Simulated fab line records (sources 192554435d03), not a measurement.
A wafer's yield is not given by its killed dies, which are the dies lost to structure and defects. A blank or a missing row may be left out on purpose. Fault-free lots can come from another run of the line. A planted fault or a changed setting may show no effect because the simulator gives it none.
fab line records	flow n5-finfet
record: lots: 7	wafers: 19	last-day: 17
route steps=1938 shown PMOS_HMC_CHANNEL_EPI@57 PASSIVATION@1936
lots that met no fault: from a run of the same line without faults
start-h: hours from the record's opening day to when the first of the lot's shown wafers began	wait-h: hours from the lot's prior step to this one	" as in the row above	L1.1+2: a single row standing in for several wafers	- either no value or no given start	* or withheld: withheld	< > ~ a bound
route shown NAME@n: a module of which the file shows steps, and the number in the route of the first	usual: mean and standard deviation over wafers with no fault	same: alike in all rows	chamber/n: place in a boat	sites: each site's reading	_std_site: how widely they spread, as a standard deviation	_edge_site: the outer-site mean with the inner-site mean subtracted	radius-mm: for every site, how far away it sits from the centre of the wafer	mask NAME#n: copy n	behind: the last tool/chamber to shape the wafer	hold: what put the lot on hold/how long, in hours/how the hold closed	device: transistor that didn't switch, given as n, p or np	end of line: tests of these same wafers at the route's end	for a step that has no rows: nothing shown but its recipe	killed: count of dies lost to structure and defects at first sort (not the wafer's yield)	map: shows each die of a wafer: x if killed, . if not, _ if none is there
set.NAME: the setting as run; set.NAME@STEP: as run at that earlier step	model.NAME: the simulator's own value behind a step, which no gauge read
lots seen at some steps along the route; tables by step, rows by wafer
services: when a tool's chamber went out of use (start-h, in hours from the record's first day, below 0 if earlier), for how many hours, and the reason
== steps ==
step: N5_PMOS_HMC_CHANNEL_EPI_HM_DEP_34
recipe: material: SiO2	target-thk-a: 360	temp-c: 400	precursor: TEOS/O2	pressure-torr: 6.5	rf-w: 900	teos-flow-sccm: 161.4	gas: O2	flow-sccm: 2650	time-s: 6.9
usual: heater-power-w: 551/70	showerhead-plenum-p-Torr: 8.36/0.047	throttle-valve-pct: 19.2/1.1
lot.wafer	tool	chamber	start-h	wait-h	heater-power-w	showerhead-plenum-p-Torr	throttle-valve-pct
L799.1	pecvd-01	0	17.02	0.0	551	8.32	20.0
L799.4	"	0	"	"	559	8.31	20.3
L799.6	"	2	"	"	523	8.38	17.6
L802.1	pecvd-01	2	35.16	0.0	453	8.39	17.7
L802.3	"	0	"	"	488	8.30	19.9
L802.4	"	2	"	"	455	8.41	17.5
L804.2	pecvd-02	2	49.66	0.0	607	8.37	17.9
L804.3	"	1	"	"	608	8.28	19.9
L805.1	pecvd-02	2	54.44	0.0	614	8.39	17.9
L805.2	"	0	"	"	543	8.41	20.8
L807.2	pecvd-02	2	65.18	0.0	536	8.39	17.8
L807.5	"	1	"	"	564	8.29	19.8
L807.6	"	2	"	"	538	8.38	17.8
L817.1	pecvd-02	2	125.06	0.0	631	8.37	17.9
L817.2	"	1	"	"	626	8.30	19.9
L817.3	"	0	"	"	491	8.46	20.9
L819.2	pecvd-04	2	138.01	0.0	384	8.40	19.9
L819.3	"	1	"	"	594	8.34	19.6
L819.5	"	1	"	"	600	8.35	20.0
step: N5_PMOS_HMC_CHANNEL_EPI_COAT_31
recipe: resist: BARC	temp-c: 205	time-s: 60	spin-rpm: 1500	resist-thk-nm: 66
step: N5_PMOS_HMC_CHANNEL_EPI_COAT_03
recipe: resist: CAR-ArF-block	spin-rpm: 1500	resist-thk-nm: 205
step: N5_PMOS_HMC_CHANNEL_EPI_EBR_05
recipe: solvent: PGMEA	ebr-width-mm: 1.5
step: N5_PMOS_HMC_CHANNEL_EPI_SOFTBAKE_04
recipe: temp-c: 110	time-s: 60	resist: CAR-ArF-block
step: N5_PMOS_HMC_CHANNEL_EPI_EXPOSE_06
recipe: mask-id: PMOS_HMC_BLK	na: 1.35	source-shape: conventional	sigma-outer: 0.8	polarization: unpolarized	target-cd-nm: 240	dose-mj: 41
step: N5_PMOS_HMC_CHANNEL_EPI_PEB_07
recipe: peb-temp-c: 110	peb-time-s: 60	resist: CAR-ArF-block
step: N5_PMOS_HMC_CHANNEL_EPI_DEVELOP_08
recipe: develop-time-s: 30	developer: TMAH	resist: CAR-ArF-block	dev-temp-c: 23	rinse-liquid: diw	dry: air-spin
step: N5_PMOS_HMC_CHANNEL_EPI_CD_MEAS_09
recipe: target-cd-nm: 237.4	landing-energy-ev: 500	detector: se-inlens
usual: cd-nm: 238.0/1.4
lot.wafer	tool	chamber	start-h	wait-h	cd-nm
L799.1	cd-sem-03	0	17.42	-	236.2
L799.4	"	0	"	"	234.9
L799.6	"	0	"	"	234.5
L802.1	cd-sem-02	0	35.56	-	236.9
L802.3	"	0	"	"	237.3
L802.4	"	0	"	"	238.5
L804.2	cd-sem-02	0	49.94	-	240.5
L804.3	"	0	"	"	239.0
L805.1	cd-sem-02	0	54.84	-	239.1
L805.2	"	0	"	"	239.2
L807.2	cd-sem-03	0	65.60	-	237.9
L807.5	"	0	"	"	237.4
L807.6	"	0	"	"	237.3
L817.1	cd-sem-02	0	125.46	-	237.3
L817.2	"	0	"	"	239.1
L817.3	"	0	"	"	236.7
L819.2	cd-sem-01	0	138.41	-	239.6
L819.3	"	0	"	"	237.3
L819.5	"	0	"	"	238.9
step: N5_PMOS_HMC_CHANNEL_EPI_OVL_MEAS_10
recipe: points-per-wafer: 44
usual: PMOS_HMC_BLK_OVL: 0.2/0.67
same: points-per-wafer: 44
lot.wafer	tool	chamber	start-h	wait-h	PMOS_HMC_BLK_OVL[nm]
L799.1	overlay-01	0	17.45	0.0	0.6
L799.4	"	0	"	"	-0.3
L799.6	"	0	"	"	-0.5
L802.1	overlay-02	0	35.59	0.0	0.4
L802.3	"	0	"	"	-0.6
L802.4	"	0	"	"	-0.1
L804.2	overlay-02	0	49.97	0.0	0.0
L804.3	"	0	"	"	0.3
L805.1	overlay-01	0	54.87	0.0	-0.9
L805.2	"	0	"	"	0.5
L807.2	overlay-01	0	65.63	0.0	-0.7
L807.5	"	0	"	"	-0.2
L807.6	"	0	"	"	0.3
L817.1	overlay-01	0	125.49	0.0	0.9
L817.2	"	0	"	"	0.6
L817.3	"	0	"	"	0.7
L819.2	overlay-02	0	138.44	0.0	0.2
L819.3	"	0	"	"	0.4
L819.5	"	0	"	"	0.2
step: N5_PMOS_HMC_CHANNEL_EPI_INSPECT_11
recipe: mode: adi	inspect-instrument: macro
usual: raw-defect-count: 2.1/1.3
lot.wafer	tool	chamber	start-h	wait-h	raw-defect-count
L799.1	defect-inspect-02	-	17.48	0.0	2
L799.4	"	-	"	"	3
L799.6	"	-	"	"	5
L802.1	defect-inspect-01	-	35.61	0.0	4
L802.3	"	-	"	"	4
L802.4	"	-	"	"	1
L804.2	defect-inspect-01	-	50.00	0.0	1
L804.3	"	-	"	"	4
L805.1	defect-inspect-02	-	54.90	0.0	1
L805.2	"	-	"	"	5
L807.2	defect-inspect-02	-	65.65	0.0	0
L807.5	"	-	"	"	1
L807.6	"	-	"	"	3
L817.1	defect-inspect-02	-	125.52	0.0	2
L817.2	"	-	"	"	2
L817.3	"	-	"	"	3
L819.2	defect-inspect-02	-	138.47	0.0	3
L819.3	"	-	"	"	1
L819.5	"	-	"	"	2
step: N5_PMOS_HMC_CHANNEL_EPI_DESCUM_14
recipe: chemistry: O2	time-s: 7.9	source-power-w: 50	bias-power-w: 20	pressure-mtorr: 20	rf-frequency-hz: 2.712e+07	temp-c: 40	resist: CAR-ArF-block	o2-flow-sccm: 225
usual: drypump-motor-current-A: 5.7/0.46	oes-product-au: 0.78/0.087	rf-vpp-V: 243.4/1.2	showerhead-plenum-p-Torr: 2.12/0.067	throttle-valve-pct: 20.54/0.21
lot.wafer	tool	chamber	start-h	wait-h	drypump-motor-current-A	oes-product-au	rf-hours-counter-h	rf-vpp-V	showerhead-plenum-p-Torr	throttle-valve-pct
L799.1	rie-diel-02	0	17.51	0.0	6.1	0.95	4	243.9	2.11	20.25
L799.4	"	3	"	"	6.6	0.78	97	244.2	2.14	20.49
L799.6	"	2	"	"	5.6	0.69	-	244.0	2.10	20.35
L802.1	rie-diel-01	3	35.65	0.0	6.0	0.87	71	243.1	2.05	20.90
L802.3	"	2	"	"	5.6	0.95	2	244.9	2.24	20.60
L802.4	"	0	"	"	5.0	0.74	158	242.6	2.09	20.62
L804.2	rie-diel-01	0	50.68	0.7	5.0	0.73	166	243.0	2.09	20.66
L804.3	"	2	"	"	5.6	0.91	10	244.7	2.24	20.61
L805.1	rie-diel-01	0	55.62	0.7	5.0	0.74	169	242.4	2.09	20.63
L805.2	"	1	"	"	5.9	0.72	215	242.9	2.09	20.78
L807.2	rie-diel-01	1	65.69	0.0	5.9	0.72	220	245.0	2.09	20.78
L807.5	"	1	"	"	5.9	0.72	-	243.1	2.09	20.78
L807.6	"	0	"	"	5.0	0.73	-	242.9	2.09	20.66
L817.1	rie-diel-02	3	125.55	0.0	6.6	0.76	122	242.2	2.13	20.53
L817.2	"	0	"	"	6.2	0.88	29	243.7	2.11	20.30
L817.3	"	1	"	"	5.3	0.71	187	245.6	2.14	20.56
L819.2	rie-diel-02	0	138.50	0.0	6.1	0.88	34	243.2	2.10	20.29
L819.3	"	3	"	"	6.6	0.75	126	244.3	2.13	20.52
L819.5	"	1	"	"	5.2	0.71	-	245.1	2.14	20.55
step: N5_PMOS_HMC_CHANNEL_EPI_ETCH_32
recipe: chemistry: N2/H2	target: BARC	stop-on: SiO2	target-depth-a: 858	over-etch-frac: 0.3	time-s: 50.3	ion-energy-ev: 200	mask-material: CAR-ArF-block	pressure-mtorr: 30	source-w: 840	bias-w: 150	n2-flow-sccm: 200	h2-flow-sccm: 200
usual: drypump-motor-current-A: 5.8/0.46	oes-product-au: 0.67/0.068	over-etch-frac: 0.3/0	rf-vpp-V: 524.5/2.4	showerhead-plenum-p-Torr: 2.57/0.092	throttle-valve-pct: 17.98/0.25
lot.wafer	tool	chamber	start-h	wait-h	drypump-motor-current-A	oes-product-au	over-etch-frac	rf-hours-counter-h	rf-vpp-V	showerhead-plenum-p-Torr	throttle-valve-pct	model.CAR-ArF-block_of_PMOS_HMC_CHANNEL_EPI_COAT_03.thk-nm
L799.1	rie-diel-02	0	17.55	0.0	6.1	0.81	0.3	4	525.3	2.62	17.98	132
L799.4	"	3	"	"	6.5	0.68	0.3	97	525.4	2.54	17.58	132.5
L799.6	"	2	"	"	5.6	0.60	0.3	-	522.4	2.49	17.54	131.3
L802.1	rie-diel-01	3	35.68	0.0	6.0	0.73	0.3	71	520.5	2.48	18.41	126.6
L802.3	"	2	"	"	5.6	0.81	0.3	2	526.8	2.72	17.90	133.1
L802.4	"	0	"	"	5.0	0.64	0.3	158	524.2	2.51	17.82	130.2
L804.2	rie-diel-01	0	50.71	0.0	5.0	0.59	0.46112	166	524.8	2.51	17.81	122.9
L804.3	"	2	"	"	5.6	0.79	0.3	10	529.4	2.72	17.91	133.3
L805.1	rie-diel-01	0	55.66	0.0	5.0	0.64	0.3	169	524.7	2.51	17.84	130.6
L805.2	"	1	"	"	5.9	0.57	0.46112	215	522.2	2.54	18.24	125.6
L807.2	rie-diel-01	1	65.72	0.0	6.0	0.57	0.46112	220	522.5	2.53	18.23	127.6
L807.5	"	1	"	"	6.0	0.57	0.46112	-	521.5	2.53	18.23	126.8
L807.6	"	0	"	"	5.0	0.64	0.3	-	523.3	2.51	17.84	131.6
L817.1	rie-diel-02	3	125.59	0.0	6.6	0.65	0.3	122	525.6	2.53	17.64	135.3
L817.2	"	0	"	"	6.2	0.75	0.3	30	525.4	2.61	18.02	132.2
L817.3	"	1	"	"	5.2	0.62	0.3	187	525.4	2.64	18.23	132.2
L819.2	rie-diel-02	0	138.54	0.0	6.1	0.74	0.3	34	524.9	2.61	18.02	130.7
L819.3	"	3	"	"	6.6	0.65	0.3	126	523.8	2.53	17.65	133.1
L819.5	"	1	"	"	5.2	0.62	0.3	-	525.2	2.64	18.23	130.4
step: N5_PMOS_HMC_CHANNEL_EPI_HM_OPEN_15
recipe: chemistry: CHF3/O2	target: SiO2	mask-material: CAR-ArF-block	target-depth-a: 406	CHF3_flow_sccm: 50	O2_flow_sccm: 5	Ar_flow_sccm: 200	time-s: 20.3	pressure-mtorr: 30	source-w: 650	bias-w: 170	ion-energy-ev: 200
usual: drypump-motor-current-A: 5.8/0.46	oes_ar_750_au: 0.79/0.079	oes-product-au: 0.79/0.084	rf-vpp-V: 517/14	showerhead-plenum-p-Torr: 2.43/0.083	throttle-valve-pct: 18.98/0.23
lot.wafer	tool	chamber	start-h	wait-h	drypump-motor-current-A	oes_ar_750_au	oes-product-au	rf-hours-counter-h	rf-vpp-V	showerhead-plenum-p-Torr	throttle-valve-pct	model.CAR-ArF-block_of_PMOS_HMC_CHANNEL_EPI_COAT_03.thk-nm
L799.1	rie-diel-02	0	17.59	0.0	6.2	0.96	0.95	4	502	2.43	18.73	91.12
L799.4	"	3	"	"	6.6	0.79	0.78	97	542	2.41	18.67	90.71
L799.6	"	2	"	"	5.6	0.73	0.70	-	517	2.40	18.78	91.01
L802.1	rie-diel-01	3	35.73	0.0	6.0	0.87	0.88	71	526	2.37	19.32	83.59
L802.3	"	2	"	"	5.6	0.95	0.94	2	502	2.60	19.18	92.56
L802.4	"	0	"	"	5.0	0.75	0.76	158	522	2.40	19.10	89.78
L804.2	rie-diel-01	0	50.75	0.0	5.0	0.74	0.75	166	523	2.40	19.11	82.36
L804.3	"	2	"	"	5.6	0.92	0.91	10	503	2.60	19.19	92.68
L805.1	rie-diel-01	0	55.70	0.0	5.0	0.75	0.74	169	522	2.40	19.13	90.69
L805.2	"	1	"	"	6.0	0.71	0.71	215	533	2.38	19.09	85
L807.2	rie-diel-01	1	65.76	0.0	5.9	0.71	0.70	220	534	2.37	19.08	86.79
L807.5	"	1	"	"	5.9	0.71	0.70	-	533	2.37	19.08	85.7
L807.6	"	0	"	"	5.0	0.75	0.74	-	523	2.40	19.12	91.08
L817.1	rie-diel-02	3	125.63	0.0	6.6	0.76	0.76	122	543	2.40	18.72	93.7
L817.2	"	0	"	"	6.2	0.88	0.87	30	501	2.42	18.78	91.69
L817.3	"	1	"	"	5.2	0.75	0.71	187	520	2.50	19.17	92.34
L819.2	rie-diel-02	0	138.58	0.0	6.2	0.88	0.87	34	500	2.42	18.78	89.77
L819.3	"	3	"	"	6.6	0.76	0.76	126	542	2.40	18.72	91.31
L819.5	"	1	"	"	5.2	0.75	0.72	-	522	2.50	19.18	89.93
step: N5_PMOS_HMC_CHANNEL_EPI_STRIP_33
recipe: chemistry: N2/H2	power-w: 500	temp-c: 40	pressure-mtorr: 50	rf-frequency-hz: 6e+07	overash-fraction: 0.3	bias-power-w: 8	h2-frac: 0.5	n2-flow-sccm: 300	h2-flow-sccm: 300
usual: drypump-motor-current-A: 5.8/0.46	oes-product-au: 0.78/0.088	rf-vpp-V: 54.5/1.9	showerhead-plenum-p-Torr: 3.40/0.12	throttle-valve-pct: 19.1/0.38
lot.wafer	tool	chamber	start-h	wait-h	drypump-motor-current-A	oes-product-au	rf-hours-counter-h	rf-vpp-V	showerhead-plenum-p-Torr	throttle-valve-pct
L799.1	rie-diel-02	0	17.65	0.0	6.1	0.95	4	55.6	3.46	19.0
L799.4	"	3	"	"	6.6	0.78	97	56.7	3.36	18.6
L799.6	"	2	"	"	5.6	0.68	-	55.0	3.29	18.7
L802.1	rie-diel-01	3	35.78	0.0	6.0	0.88	71	56.6	3.28	19.9
L802.3	"	2	"	"	5.6	0.96	2	58.4	3.59	18.7
L802.4	"	0	"	"	5.0	0.75	158	54.8	3.32	18.5
L804.2	rie-diel-01	0	50.81	0.0	5.0	0.73	166	56.9	3.32	18.5
L804.3	"	2	"	"	5.6	0.91	10	49.8	3.58	18.7
L805.1	rie-diel-01	0	55.76	0.0	5.0	0.73	169	54.4	3.32	18.5
L805.2	"	1	"	"	6.0	0.73	215	57.6	3.35	19.4
L807.2	rie-diel-01	1	65.82	0.0	6.0	0.72	220	55.3	3.35	19.4
L807.5	"	1	"	"	6.0	0.71	-	53.1	3.35	19.4
L807.6	"	0	"	"	5.0	0.73	-	57.3	3.31	18.5
L817.1	rie-diel-02	3	125.68	0.0	6.6	0.75	122	53.7	3.34	18.6
L817.2	"	0	"	"	6.1	0.88	30	50.8	3.45	19.1
L817.3	"	1	"	"	5.2	0.70	187	53.2	3.48	19.4
L819.2	rie-diel-02	0	138.63	0.0	6.1	0.89	34	55.8	3.44	19.1
L819.3	"	3	"	"	6.6	0.75	126	56.8	3.34	18.6
L819.5	"	1	"	"	5.2	0.72	-	53.9	3.48	19.4
step: N5_PASSIVATION_PROBE_49
usual: killed_at_M0_to_M3: 34/9.7	killed_at_M4_up: 14/5.7	killed-at-contacts: 12/5.9	killed-at-front-end: 37/10	killed-at-other: 5/4.7	killed-dies: 102/18	killed-open: 65/12	killed-short: 34/8.8
same: gross-dies: 1180	killed-at-back-side: 0
lot.wafer	tool	chamber	start-h	wait-h	killed_at_M0_to_M3	killed_at_M4_up	killed-at-contacts	killed-at-front-end	killed-at-other	killed-dies	killed-open	killed-short
L799.1	prober-01	-	265.45	0.0	29	17	15	37	17	115	74	41
L799.4	prober-01	-	265.60	0.2	25	13	6	48	23	115	69	45
L799.6	prober-01	-	265.70	0.3	47	23	4	28	10	112	82	30
L802.1	prober-01	-	293.48	0.0	40	12	14	42	2	110	82	27
L802.3	prober-01	-	293.58	0.1	40	20	13	45	8	126	83	40
L802.4	prober-01	-	293.63	0.2	29	27	13	59	2	130	91	38
L804.2	prober-02	-	310.47	0.1	33	26	13	50	8	130	83	40
L804.3	prober-02	-	310.52	0.1	57	17	6	25	12	117	64	51
L807.2	prober-01	-	321.16	0.1	52	6	4	26	5	93	58	33
L807.5	prober-01	-	321.31	0.2	25	15	3	26	2	71	46	25
L807.6	prober-01	-	321.36	0.3	36	14	13	37	6	106	62	38
L805.1	prober-02	-	325.45	0.0	21	10	12	25	9	77	54	22
L805.2	prober-02	-	325.50	0.1	35	17	18	33	7	110	78	29
L817.1	prober-01	-	376.24	0.0	43	6	24	32	4	109	66	40
L817.2	prober-01	-	376.29	0.1	27	13	23	39	3	105	56	40
L817.3	prober-01	-	376.34	0.1	23	10	15	43	7	98	63	33
L819.2	prober-01	-	399.63	0.1	46	4	9	30	8	97	57	38
L819.3	prober-01	-	399.68	0.1	51	12	14	32	1	110	66	42
L819.5	prober-01	-	399.78	0.2	61	18	2	27	5	113	73	38
killed by level:class
L799.1 MOL_CONTACT_COAG:geometric-particle:open=11 BEOL_M4:geometric-particle:open=11 BEOL_M3:geometric-particle:open=9 BEOL_M0_SAQP:geometric-particle:short=8 STI_FIN_REVEAL:geometric-particle:open=7 MIM_TOP_ETCH:geometric-particle:open=6 GATE_CUT:geometric-particle:open=5 BEOL_M0:geometric-particle:open=5
L799.4 FIN_SAQP:geometric-particle:short=10 MIM_TOP_ETCH:geometric-particle:open=10 GATE_CUT:geometric-particle:short=8 MIM_TOP_ETCH:geometric-particle:short=8 BEOL_M3:geometric-particle:open=7 STI_FIN_REVEAL:geometric-particle:open=7 GATE_CUT:geometric-particle:open=7 BEOL_M0_SAQP:geometric-particle:open=6
L799.6 BEOL_M0_SAQP:geometric-particle:open=14 STI_FIN_REVEAL:geometric-particle:open=10 BEOL_M4:geometric-particle:open=10 BEOL_M0_SAQP:geometric-particle:short=8 BEOL_M2:geometric-particle:open=8 BEOL_M3:geometric-particle:open=7 BEOL_M1:geometric-particle:open=7 GATE_CUT:geometric-particle:short=5
L802.1 MOL_CONTACT_COAG:geometric-particle:open=13 FIN_SAQP:geometric-particle:short=9 FIN_SAQP:geometric-particle:open=9 BEOL_M2:geometric-particle:open=9 BEOL_M3:geometric-particle:open=9 BEOL_M1:geometric-particle:open=7 STI_FIN_REVEAL:geometric-particle:open=6 GATE_CUT:geometric-particle:short=6
L802.3 STI_FIN_REVEAL:geometric-particle:open=16 BEOL_M4:geometric-particle:open=14 BEOL_M1:geometric-particle:open=11 MOL_CONTACT_COAG:geometric-particle:open=9 BEOL_M0_SAQP:geometric-particle:open=8 STI_FIN_REVEAL:geometric-particle:short=7 BEOL_M0_SAQP:geometric-particle:short=7 BEOL_M3:geometric-particle:open=5
L802.4 BEOL_M4:geometric-particle:open=19 FIN_SAQP:geometric-particle:open=17 STI_FIN_REVEAL:geometric-particle:open=15 FIN_SAQP:geometric-particle:short=10 MOL_CONTACT_COAG:geometric-particle:open=9 BEOL_M1:geometric-particle:open=9 BEOL_M0_SAQP:geometric-particle:short=6 BEOL_M2:geometric-particle:open=6
L804.2 MOL_CONTACT_COAG:geometric-particle:open=13 BEOL_M4:geometric-particle:open=11 FIN_SAQP:geometric-particle:open=10 DUMMY_GATE:geometric-particle:open=7 BEOL_M0_SAQP:geometric-particle:short=7 BEOL_M2:geometric-particle:open=7 BEOL_M3:geometric-particle:open=7 BEOL_M0_SAQP:geometric-particle:open=6
L804.3 BEOL_M0_SAQP:geometric-particle:open=20 BEOL_M0_SAQP:geometric-particle:short=11 BEOL_M1:geometric-particle:open=10 FIN_SAQP:geometric-particle:short=6 MOL_CONTACT_COAG:geometric-particle:open=5 BEOL_M4:geometric-particle:open=5 BEOL_M3:geometric-particle:open=5 MIM_TOP:geometric-particle:short=5
L807.2 BEOL_M0_SAQP:geometric-particle:open=13 BEOL_M3:geometric-particle:open=12 BEOL_M0_SAQP:geometric-particle:short=12 FIN_SAQP:geometric-particle:short=5 FIN_SAQP:geometric-particle:open=4 STI_FIN_REVEAL:geometric-particle:open=4 MOL_CONTACT_COAG:geometric-particle:open=4 BEOL_M2:geometric-particle:open=4
L807.5 BEOL_M3:geometric-particle:open=8 BEOL_M2:geometric-particle:open=7 BEOL_M4:geometric-particle:open=7 FIN_SAQP:geometric-particle:short=6 GATE_CUT:geometric-particle:short=5 GATE_CUT:geometric-particle:open=4 ILD0:geometric-particle:short=3 BEOL_M0_SAQP:geometric-particle:short=3
L807.6 BEOL_M0_SAQP:geometric-particle:short=14 MOL_CONTACT_COAG:geometric-particle:open=11 FIN_SAQP:geometric-particle:open=7 GATE_CUT:geometric-particle:short=7 STI_FIN_REVEAL:geometric-particle:open=6 BEOL_M4:geometric-particle:open=6 BEOL_M0_SAQP:geometric-particle:open=6 GATE_CUT:geometric-particle:open=5
L805.1 MOL_CONTACT_COAG:geometric-particle:open=9 FIN_SAQP:geometric-particle:open=7 BEOL_M2:geometric-particle:open=7 FIN_SAQP:geometric-particle:short=4 BEOL_M0_SAQP:geometric-particle:open=4 MIM_TOP_ETCH:geometric-particle:short=4 BEOL_M4:geometric-particle:open=4 MIM_TOP_ETCH:geometric-particle:open=4
L805.2 MOL_CONTACT_COAG:geometric-particle:open=17 BEOL_M3:geometric-particle:open=10 FIN_SAQP:geometric-particle:open=9 BEOL_M2:geometric-particle:open=8 BEOL_M1:geometric-particle:open=7 FIN_SAQP:geometric-particle:short=5 STI_FIN_REVEAL:geometric-particle:open=5 BEOL_M3:geometric-particle:short=5
L817.1 MOL_CONTACT_COAG:geometric-particle:open=17 BEOL_M2:geometric-particle:open=11 BEOL_M3:geometric-particle:short=10 STI_FIN_REVEAL:geometric-particle:open=9 MOL_CONTACT_COAG:geometric-particle:short=7 BEOL_M1:geometric-particle:open=7 BEOL_M2:geometric-particle:short=5 GATE_CUT:geometric-particle:short=4
L817.2 MOL_CONTACT_COAG:geometric-particle:open=15 GATE_CUT:geometric-particle:short=10 MOL_CONTACT_COAG:geometric-particle:short=8 BEOL_M2:geometric-particle:open=8 STI_FIN_REVEAL:geometric-particle:open=7 STI_FIN_REVEAL:geometric-particle:short=5 BEOL_M2:area-ecd=5 DUMMY_GATE:geometric-particle:open=4
L817.3 STI_FIN_REVEAL:geometric-particle:open=21 MOL_CONTACT_COAG:geometric-particle:open=13 BEOL_M0:geometric-particle:short=5 FIN_SAQP:geometric-particle:open=4 FIN_SAQP:geometric-particle:short=4 BEOL_M2:geometric-particle:short=4 BEOL_M0_SAQP:geometric-particle:short=3 BEOL_M0_SAQP:geometric-particle:open=3
L819.2 BEOL_M0_SAQP:geometric-particle:short=11 BEOL_M1:geometric-particle:open=11 BEOL_M0_SAQP:geometric-particle:open=10 BEOL_M2:geometric-particle:open=9 DUMMY_GATE:geometric-particle:open=5 MOL_CONTACT_COAG:geometric-particle:open=5 FIN_SAQP:geometric-particle:open=4 FIN_SAQP:geometric-particle:short=4
L819.3 BEOL_M0_SAQP:geometric-particle:short=13 FIN_SAQP:geometric-particle:open=12 BEOL_M0_SAQP:geometric-particle:open=12 MOL_CONTACT_COAG:geometric-particle:open=10 FIN_SAQP:geometric-particle:short=7 BEOL_M1:geometric-particle:short=6 BEOL_M2:geometric-particle:open=6 BEOL_M1:geometric-particle:open=5
L819.5 BEOL_M0_SAQP:geometric-particle:open=17 BEOL_M0_SAQP:geometric-particle:short=16 BEOL_M3:geometric-particle:open=15 BEOL_M4:geometric-particle:open=10 BEOL_M1:geometric-particle:open=6 ILD0:geometric-particle:short=4 GATE_CUT:geometric-particle:short=4 GATE_CUT:geometric-particle:open=4
== services ==
tool	chamber	start-h	hours	kind
pecvd-02	1	-1.69	5.3	repair
pecvd-02	-	-1.48	0.6	repair
rie-diel-02	1	7.80	2.8	repair
rie-diel-01	2	10.87	-	clean
rie-diel-01	2	10.87	-	consumable-replace:focus-ring
rie-diel-01	2	10.87	-	consumable-replace:showerhead
rie-diel-01	2	10.87	19.7	scheduled-down
rie-diel-01	2	10.87	19.7	vent-cycle
rie-diel-02	3	10.91	4.9	repair
pecvd-04	2	31.22	5.0	scheduled-down
pecvd-01	2	36.91	5.5	scheduled-down
rie-diel-02	-	40.08	28.1	pm
rie-diel-02	1	90.27	3.2	repair
rie-diel-02	2	97.27	4.2	repair
pecvd-01	-	97.99	2.8	pm
pecvd-04	0	115.16	2.1	scheduled-down
pecvd-01	0	115.69	5.5	scheduled-down
pecvd-04	0	122.94	5.5	scheduled-down
rie-diel-01	1	128.11	2.4	repair
pecvd-01	-	131.69	14.6	pm
== key ==
first-sign: step: N5_PMOS_HMC_CHANNEL_EPI_ETCH_32	reading: over-etch-frac	direction: up	sigmas: 99+	usual: 0.3	struck: 0.46112
effect none on later readings
model-effect: step: N5_PMOS_HMC_CHANNEL_EPI_ETCH_32	value: CAR-ArF-block_of_PMOS_HMC_CHANNEL_EPI_COAT_03.thk-nm	without: 133.7	struck: 125.7
model-effect: step: N5_PMOS_HMC_CHANNEL_EPI_HM_OPEN_15	value: CAR-ArF-block_of_PMOS_HMC_CHANNEL_EPI_COAT_03.thk-nm	without: 92.97	struck: 84.96
met-at N5_PMOS_HMC_CHANNEL_EPI_ETCH_32
struck-wafers L804.2,L805.2,L807.2,L807.5
tester-left-out L804,L805,L807
onset-between 35.68 50.71
fault: kind: process-parameter-drift	tool: rie-diel-01	chamber: -	onset-h: 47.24	steps: N5_PMOS_HMC_CHANNEL_EPI_ETCH_32	channel: over-etch-frac	offset: 0.16112	shape: step	end-h: 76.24	scope: struck-wafers-only	acts-in: these-recipes-only	stated: 0.3
tester-left-out: of these lots the tester's yield and bins aren't shown, on N5 and GAA mostly nor the transistor test; their killed dies are dies lost to structure and defects alone, not to doping, threshold or leakage, so they don't give the yield
